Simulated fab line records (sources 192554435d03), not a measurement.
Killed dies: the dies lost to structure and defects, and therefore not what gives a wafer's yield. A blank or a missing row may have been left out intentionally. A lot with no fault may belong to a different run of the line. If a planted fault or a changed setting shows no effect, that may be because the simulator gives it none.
Which of the tools did it? + flow n5Finfet + 20 wafers from 7 lots sampled at 8 of the route's 1938 steps

WHAT THE GAUGES SHOWED, per wafer
N5_BEOL_M13_CD_MEAS_10: the cd target is 190 nm.
| lot  | measured     | on       | cdNm (nm)         |
|------|--------------|----------|-------------------|
| L472 | day 12 17:00 | cdSem-01 | 189.4 190.6 191.6 |
| L473 | day 13 23:02 | cdSem-01 | 190.6 190.1 191.8 |
| L477 | day 14 07:59 | cdSem-02 | 189.6 189.5 192.1 |
| L479 | day 15 03:38 | cdSem-03 | 192.4 190.8 191.2 |
| L486 | day 17 09:49 | cdSem-01 | 190.6 189.3       |
| L493 | day 18 14:10 | cdSem-02 | 188.2 190.2 188.3 |
| L492 | day 18 15:59 | cdSem-02 | 187.9 189.7 190.8 |

N5_BEOL_M13_CD_MEAS_28: the cd target is 209.5 nm.
| lot  | measured     | on       | cdNm (nm)         |
|------|--------------|----------|-------------------|
| L472 | day 12 17:57 | cdSem-03 | 207.6 209.2 209.6 |
| L473 | day 13 23:59 | cdSem-02 | 209.9 209.1 212.1 |
| L477 | day 14 08:56 | cdSem-03 | 211.7 209.6 210.5 |
| L479 | day 15 04:49 | cdSem-01 | 209.2 207.0 207.1 |
| L486 | day 17 10:46 | cdSem-03 | 209.3 207.0       |
| L493 | day 18 15:07 | cdSem-03 | 210.2 213.5 210.6 |
| L492 | day 18 17:04 | cdSem-02 | 208.6 207.5 208.0 |

N5_BEOL_M13_OCD_MEAS_35.
| lot  | measured     | on     | trenchDepthNm (nm) |
|------|--------------|--------|--------------------|
| L472 | day 12 18:49 | ocd-02 | 405 422 406        |
| L473 | day 14 00:47 | ocd-01 | 403 407 404        |
| L477 | day 14 09:49 | ocd-02 | 407 399 407        |
| L479 | day 15 05:29 | ocd-02 | 414 412 406        |
| L486 | day 17 11:41 | ocd-01 | 603 410            |
| L493 | day 18 15:47 | ocd-02 | 417 418 423        |
| L492 | day 18 17:43 | ocd-02 | 422 418 412        |

N5_BEOL_M13_THK_MEAS_50: measures by xrf.
| lot  | measured     | on           | M13_THK (nm) |
|------|--------------|--------------|--------------|
| L472 | day 12 20:33 | filmMetro-02 | 416 429 414  |
| L473 | day 14 02:16 | filmMetro-02 | 407 409 405  |
| L477 | day 14 13:17 | filmMetro-01 | 413 408 413  |
| L479 | day 15 08:36 | filmMetro-01 | 424 420 418  |
| L486 | day 17 17:16 | filmMetro-01 | 619 423      |
| L493 | day 18 18:17 | filmMetro-02 | 418 418 424  |
| L492 | day 18 23:30 | filmMetro-02 | 426 423 420  |

N5_BEOL_M13_RS_MEAS_54: uses a four-point probe to measure.
| lot  | measured     | on           | M13_RS (ohm/sq)      |
|------|--------------|--------------|----------------------|
| L472 | day 12 20:41 | filmMetro-02 | 0.0456 0.0441 0.0457 |
| L473 | day 14 02:23 | filmMetro-02 | 0.0461 0.0455 0.0459 |
| L477 | day 14 13:25 | filmMetro-02 | 0.0457 0.0465 0.0456 |
| L479 | day 15 08:44 | filmMetro-02 | 0.0450 0.0450 0.0458 |
| L486 | day 17 17:25 | filmMetro-01 | 0.0306 0.0453        |
| L493 | day 18 18:25 | filmMetro-02 | 0.0448 0.0446 0.0438 |
| L492 | day 18 23:38 | filmMetro-02 | 0.0441 0.0444 0.0449 |

N5_BEOL_M15_RC_MEAS_101.
| lot  | measured     | on        | COMB_M10 (S/m)          | COMB_M10_max_site (S/m) | COMB_M11 (S/m)          | COMB_M12 (S/m)           | COMB_M14 (S/m)          | COMB_M14_max_site (S/m) | COMB_M15 (S/m)          | COMB_M15_max_site (S/m) | COMB_M5 (S/m)           | COMB_M6 (S/m)           | COMB_M7 (S/m)           | COMB_M8 (S/m)           | COMB_M9 (S/m)              | SERP_M10 (ohm/um) | SERP_M11 (ohm/um) | SERP_M12 (ohm/um) | SERP_M13 (ohm/um) | SERP_M13_max_site (ohm/um) | SERP_M14 (ohm/um) | SERP_M5 (ohm/um) | SERP_M6 (ohm/um) | SERP_M7 (ohm/um) | SERP_M8 (ohm/um) | SERP_M9 (ohm/um) |
|------|--------------|-----------|-------------------------|-------------------------|-------------------------|--------------------------|-------------------------|-------------------------|-------------------------|-------------------------|-------------------------|-------------------------|-------------------------|-------------------------|----------------------------|-------------------|-------------------|-------------------|-------------------|----------------------------|-------------------|------------------|------------------|------------------|------------------|------------------|
| L472 | day 13 06:10 | prober-01 | 1.6e-11 1.4e-11 2e-11   | 2.3e-11 1.8e-11 3.3e-11 | 1.6e-11 1.3e-11 1.5e-11 | 5.8e-12 7.5e-12 8.4e-12  | 3.2e-12 3.4e-12 3.2e-12 | 4.8e-12 4.6e-12 5.1e-12 | 4e-12 3.8e-12 3.2e-12   | 5.3e-12 5.7e-12 4.2e-12 | 2.8e-11 5.1e-11 4.4e-11 | 2.1e-11 2.4e-11 2.2e-11 | 2.9e-11 2.8e-11 2.3e-11 | 2.5e-11 3.7e-11 3.2e-11 | 1.55e-11 1.26e-11 1.46e-11 | 3.20 3.13 2.92    | 2.99 3.03 3.09    | 0.677 0.666 0.632 | 0.313 0.305 0.312 | 0.317 0.308 0.315          | 0.168 0.168 0.169 | 38.1 41.3 40.0   | 13.2 13.6 13.4   | 13.6 13.7 13.3   | 14.5 14.4 14.4   | 2.99 2.95 3.02   |
| L473 | day 14 13:43 | prober-01 | 1.4e-11 1.8e-11 2e-11   | 1.7e-11 2.3e-11 3.4e-11 | 1.5e-11 1.9e-11 2.2e-11 | 6.9e-12 7.4e-12 7.1e-12  | 5.3e-12 5.4e-12 6e-12   | 6.9e-12 7.6e-12 7.1e-12 | 3.3e-12 3.8e-12 3.1e-12 | 4.8e-12 4.8e-12 4e-12   | 4.2e-11 5.3e-11 4.3e-11 | 2.4e-11 2.4e-11 2.8e-11 | 2.9e-11 2.7e-11 2.3e-11 | 2.3e-11 2.8e-11 2.4e-11 | 1.41e-11 1.79e-11 1.38e-11 | 3.07 3.24 3.19    | 3.07 3.02 2.97    | 0.644 0.675 0.657 | 0.315 0.314 0.309 | 0.319 0.315 0.311          | 0.158 0.162 0.160 | 35.6 38.5 37.9   | 13.6 14.3 13.5   | 13.5 14.2 13.8   | 15.0 14.1 14.6   | 3.03 3.14 2.95   |
| L477 | day 15 01:26 | prober-02 | 1.2e-11 1.2e-11 1e-11   | 1.6e-11 1.9e-11 1.4e-11 | 1e-11 1.2e-11 1.9e-11   | 5.6e-12 6.6e-12 7.1e-12  | 3.6e-12 3.3e-12 3.6e-12 | 4.3e-12 5.4e-12 4.9e-12 | 3.9e-12 1.8e-12 2.7e-12 | 5.1e-12 3.1e-12 3.1e-12 | 3.9e-11 4.5e-11 6e-11   | 2.1e-11 1.9e-11 2.4e-11 | 3e-11 2.8e-11 2.9e-11   | 2.8e-11 3.6e-11 2.9e-11 | 1.68e-11 1.32e-11 1.9e-11  | 3.09 3.13 3.13    | 3.12 3.15 3.11    | 0.633 0.628 0.667 | 0.307 0.325 0.312 | 0.310 0.328 0.314          | 0.169 0.160 0.159 | 36.1 36.2 39.2   | 13.2 13.7 13.7   | 14.4 13.4 14.5   | 14.3 13.9 14.1   | 3.01 3.05 2.98   |
| L479 | day 16 02:10 | prober-02 | 1.6e-11 1.6e-11 1.3e-11 | 2.2e-11 2.6e-11 1.5e-11 | 2.1e-11 1.8e-11 1.3e-11 | 6.8e-12 8e-12 7.1e-12    | 3.4e-12 3.7e-12 4.6e-12 | 5.6e-12 4.6e-12 6.9e-12 | 1.8e-12 1.8e-12 1.9e-12 | 3.3e-12 3.6e-12 2.7e-12 | 2.5e-11 3.6e-11 3.2e-11 | 1.9e-11 1.8e-11 3.4e-11 | 2.6e-11 3e-11 2.3e-11   | 2.3e-11 2.5e-11 2.4e-11 | 1.21e-11 9.2e-12 1.18e-11  | 3.11 3.24 3.11    | 3.15 3.17 3.11    | 0.651 0.604 0.652 | 0.312 0.315 0.324 | 0.313 0.318 0.327          | 0.162 0.164 0.164 | 37.1 37.8 38.6   | 13.9 13.8 14.4   | 12.9 13.5 13.9   | 14.0 14.9 13.8   | 3.04 3.02 3.06   |
| L486 | day 18 05:54 | prober-02 | 9e-12 1.1e-11           | 1.5e-11 1.8e-11         | 1.3e-11 1.2e-11         | 4.4e-12 5.2e-12          | 3.6e-12 2.5e-12         | 4.6e-12 4e-12           | 1.9e-12 1.7e-12         | 3.4e-12 2.4e-12         | 5e-11 3.7e-11           | 3e-11 2.9e-11           | 3.2e-11 2.2e-11         | 2.8e-11 2.9e-11         | 1.24e-11 1.27e-11          | 3.30 3.24         | 3.14 2.97         | 0.659 0.684       | 0.207 0.317       | 0.209 0.321                | 0.160 0.159       | 41.0 37.8        | 14.0 13.8        | 13.9 14.3        | 14.5 14.2        | 3.00 2.99        |
| L493 | day 19 05:58 | prober-01 | 1.5e-11 1.9e-11 1.7e-11 | 2e-11 2.4e-11 2.2e-11   | 1.3e-11 1.5e-11 1.1e-11 | 7.3e-12 1.03e-11 7.1e-12 | 3.9e-12 3.9e-12 3.7e-12 | 6.3e-12 4.9e-12 4.3e-12 | 2.9e-12 3.3e-12 3.6e-12 | 3.8e-12 4.2e-12 5.2e-12 | 3.4e-11 3.5e-11 3.4e-11 | 2.2e-11 2.5e-11 2.6e-11 | 2.2e-11 2.1e-11 2.3e-11 | 3.7e-11 2.6e-11 2.7e-11 | 1.27e-11 1.63e-11 1.69e-11 | 3.17 3.14 3.07    | 3.09 3.05 3.05    | 0.650 0.647 0.644 | 0.311 0.305 0.300 | 0.314 0.306 0.304          | 0.162 0.164 0.164 | 38.2 39.0 36.7   | 13.2 13.4 13.4   | 13.5 14.1 13.9   | 13.8 13.4 13.7   | 3.06 3.03 2.97   |
| L492 | day 19 08:52 | prober-02 | 1.6e-11 1.9e-11 9e-12   | 1.8e-11 2.9e-11 1.1e-11 | 1.2e-11 1.6e-11 1.1e-11 | 4.8e-12 3.2e-12 6.1e-12  | 3.2e-12 2.3e-12 2.8e-12 | 3.5e-12 3.7e-12 3.5e-12 | 2.2e-12 1.7e-12 1.9e-12 | 3.5e-12 2.5e-12 2.5e-12 | 3.6e-11 2.2e-11 3.1e-11 | 3.6e-11 1.9e-11 2.5e-11 | 4.4e-11 2.1e-11 3.6e-11 | 2.1e-11 2.7e-11 2.6e-11 | 1.54e-11 1.13e-11 1.78e-11 | 3.00 3.07 3.16    | 2.98 3.08 3.12    | 0.625 0.630 0.680 | 0.310 0.312 0.314 | 0.313 0.315 0.317          | 0.159 0.164 0.160 | 37.9 38.2 39.6   | 13.6 13.7 13.7   | 13.4 13.7 13.6   | 14.1 13.9 14.5   | 3.10 3.19 3.06   |

WHICH TOOL RAN EACH LOT (tool, then ch and the chambers of the sampled wafers, then the start)
| lot  | N5_BEOL_M13_TRENCH_ETCH_34        | N5_BEOL_M13_SPUTTER_43      |
|------|-----------------------------------|-----------------------------|
| L472 | rieDiel-05 ch 0,3, day 12 18:39   | pvdSputter-03, day 12 19:19 |
| L473 | rieDiel-06 ch 1,2, day 14 00:36   | pvdSputter-01, day 14 01:10 |
| L477 | rieDiel-06 ch 0,3, day 14 09:38   | pvdSputter-03, day 14 12:10 |
| L479 | rieDiel-02 ch 0,1,3, day 15 05:19 | pvdSputter-01, day 15 07:34 |
| L486 | rieDiel-06 ch 1,2, day 17 11:31   | pvdSputter-01, day 17 16:14 |
| L493 | rieDiel-05 ch 1,2,3, day 18 15:37 | pvdSputter-01, day 18 17:14 |
| L492 | rieDiel-02 ch 0,1,3, day 18 17:33 | pvdSputter-02, day 18 22:28 |
- N5_BEOL_M13_TRENCH_ETCH_34: etches SiOC in C4F8/O2/Ar, target depth 413.47 nm, time 162.6 s.
- N5_BEOL_M13_SPUTTER_43: material TaN, target thk 15 nm, time 24.19 s.

WHAT THE TOOLS THEMSELVES READ (means of the sampled wafers that have a number; where no wafer has one, the mark that the record gives instead)
N5_BEOL_M13_TRENCH_ETCH_34.
| lot  | tool       | O2_flow_sccm (sccm) | biasW (W) | chamberPressureMTorr (mTorr) | drypumpMotorCurrentA (A) | oesProductAu (a.u.) | rfVppV (V) | showerheadPlenumPTorr (Torr) | throttleValvePct (%) |
|------|------------|---------------------|-----------|------------------------------|--------------------------|---------------------|------------|------------------------------|----------------------|
| L472 | rieDiel-05 | 7.998               | 698.7     | 29.988                       | 5.4                      | 0.76                | 664        | 3.36                         | 24.01                |
| L473 | rieDiel-06 | 8.007               | 701.8     | 30.001                       | 6.2                      | 0.80                | 666        | 3.43                         | 24.40                |
| L477 | rieDiel-06 | 7.998               | 702.5     | 30.000                       | 5.5                      | 0.71                | 659        | 3.17                         | 24.49                |
| L479 | rieDiel-02 | 7.999               | 700.8     | 29.987                       | 6.0                      | 0.83                | 668        | 3.50                         | 24.11                |
| L486 | rieDiel-06 | 7.998               | 700.8     | 29.976                       | 6.3                      | 0.86                | 666        | 3.40                         | 24.50                |
| L493 | rieDiel-05 | 7.989               | 701.1     | 30.020                       | 5.6                      | 0.84                | 666        | 3.45                         | 24.15                |
| L492 | rieDiel-02 | 7.988               | 699.4     | 30.011                       | 6.0                      | 0.81                | 667        | 3.49                         | 24.13                |

N5_BEOL_M13_SPUTTER_43.
| lot  | tool          | cathodeDcPowerW (W) | substrateTempC (C) | throttleValvePct (%) |
|------|---------------|---------------------|--------------------|----------------------|
| L472 | pvdSputter-03 | 15001               | 50.05              | 29.3                 |
| L473 | pvdSputter-01 | 14999               | 50.04              | 29.8                 |
| L477 | pvdSputter-03 | 15002               | 49.97              | 30.0                 |
| L479 | pvdSputter-01 | 14999               | 49.91              | 29.5                 |
| L486 | pvdSputter-01 | 15002               | 49.97              | 30.2                 |
| L493 | pvdSputter-01 | 15000               | 50.07              | 28.5                 |
| L492 | pvdSputter-02 | 14999               | 50.03              | 30.1                 |

THE ANSWER, worked out from the rows above alone
Rule: what is usual is taken from the lots themselves. The widest of any qualifying gaps counts: lots, ordered by their means at a reading, are off when they make up no more than a third of the lots, leave a main group of 4 or more, and stand apart from it by 3 or more times the standard deviation of that group's means. If all means in a main group match to the digits the tables above print for the reading, that group is not used. A lot without any number at a reading at which 4 lots or more have one is off too. Any other lot the step has rows for is counted as sound. First the gauges in route order, then the tools' own readings, where a lot's mean is used as printed above. At the first step where some lot is off, the reading lying furthest off is the one used; lots without a number count as furthest.
Off: L486 (N5_BEOL_M13_OCD_MEAS_35, trenchDepthNm). For the main group the mean is 411 nm and the standard deviation 5.7.
If a tool, at a process step before that reading, ran all the lots that are off and no sound lot after the first of them, it fits. The gauges at N5_BEOL_M13_OCD_MEAS_35 aren't tried: what is off there is off at N5_BEOL_M13_THK_MEAS_50 too, on other tools, and a gauge's error can't cause that. One fits: N5_BEOL_M13_TRENCH_ETCH_34 on rieDiel-06. A fault onset in the window from L477 (day 14 09:38, its last sound lot) to L486 (day 17 11:31, its first lot off) fits.

WHAT THE SIMULATOR HAD PUT IN
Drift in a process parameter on rieDiel-06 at N5_BEOL_M13_TRENCH_ETCH_34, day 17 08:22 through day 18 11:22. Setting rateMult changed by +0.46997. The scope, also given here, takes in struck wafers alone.
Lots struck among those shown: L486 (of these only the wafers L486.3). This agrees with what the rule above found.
